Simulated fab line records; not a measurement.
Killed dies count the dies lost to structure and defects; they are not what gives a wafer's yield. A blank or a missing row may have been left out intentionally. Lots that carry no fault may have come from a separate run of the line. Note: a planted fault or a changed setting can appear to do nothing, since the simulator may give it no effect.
Which of the tools did it?	flow nandHarc	7 lots with 20 wafers sampled at 2 steps, on a route of 1302 steps

## WHAT EACH GAUGE READ, for each wafer
NHARC_A_ONON_D1_THK_MEAS_14: measures by ellipsometry.
lot	measured	on	thkNm (nm)
L762	day 9 00:54	filmMetro-01	993 994 994
L760	day 10 07:58	filmMetro-02	993 993 995
L766	day 10 19:26	filmMetro-01	996 998 997
L770	day 12 17:18	filmMetro-02	1006 1007 1006
L772	day 13 20:12	filmMetro-02	1005 1007 1006
L774	day 14 07:46	filmMetro-02	1007 1007 1007
L779	day 16 05:03	filmMetro-02	996 646

## WHICH TOOL RAN EACH LOT (tool, then ch and the chambers of the sampled wafers, then the start)
lot	NHARC_A_ONON_D1_DEP_12
L762	pecvdOnon-03 ch 0, day 9 00:23
L760	pecvdOnon-01 ch 0, day 10 07:27
L766	pecvdOnon-02 ch 0, day 10 18:58
L770	pecvdOnon-03 ch 0, day 12 16:47
L772	pecvdOnon-03 ch 0, day 13 19:42
L774	pecvdOnon-02 ch 0, day 14 07:16
L779	pecvdOnon-03 ch 0, day 16 04:32
- NHARC_A_ONON_D1_DEP_12: target thk 1000 nm.

## THE ANSWER, worked out from the rows above alone
Rule: what is usual is taken from the lots themselves. The widest of any qualifying gaps counts: lots, ordered by their means at a reading, are off when they make up no more than a third of the lots, leave a main group of 4 or more, and stand apart from it by 3 or more times the standard deviation of that group's means. Not used: any main group whose means are identical at the precision the tables above print for the reading. Also off: a lot with no number at a reading for which 4 or more lots have one. The other lots that the step has rows for count as sound.
Off: L779, at NHARC_A_ONON_D1_THK_MEAS_14 (thkNm). The main group: mean 1001 nm, standard deviation 5.9.
A tool fits if, at a process step before that reading, it ran every lot that is off, and no sound lot after the first of them. Those tools and the gauges at NHARC_A_ONON_D1_THK_MEAS_14 are tried in the same way. 2 tools fit, pecvdOnon-03 at NHARC_A_ONON_D1_DEP_12 and filmMetro-02 at NHARC_A_ONON_D1_THK_MEAS_14, so this cannot tell which one it is.

## WHAT THE SIMULATOR HAD PUT IN
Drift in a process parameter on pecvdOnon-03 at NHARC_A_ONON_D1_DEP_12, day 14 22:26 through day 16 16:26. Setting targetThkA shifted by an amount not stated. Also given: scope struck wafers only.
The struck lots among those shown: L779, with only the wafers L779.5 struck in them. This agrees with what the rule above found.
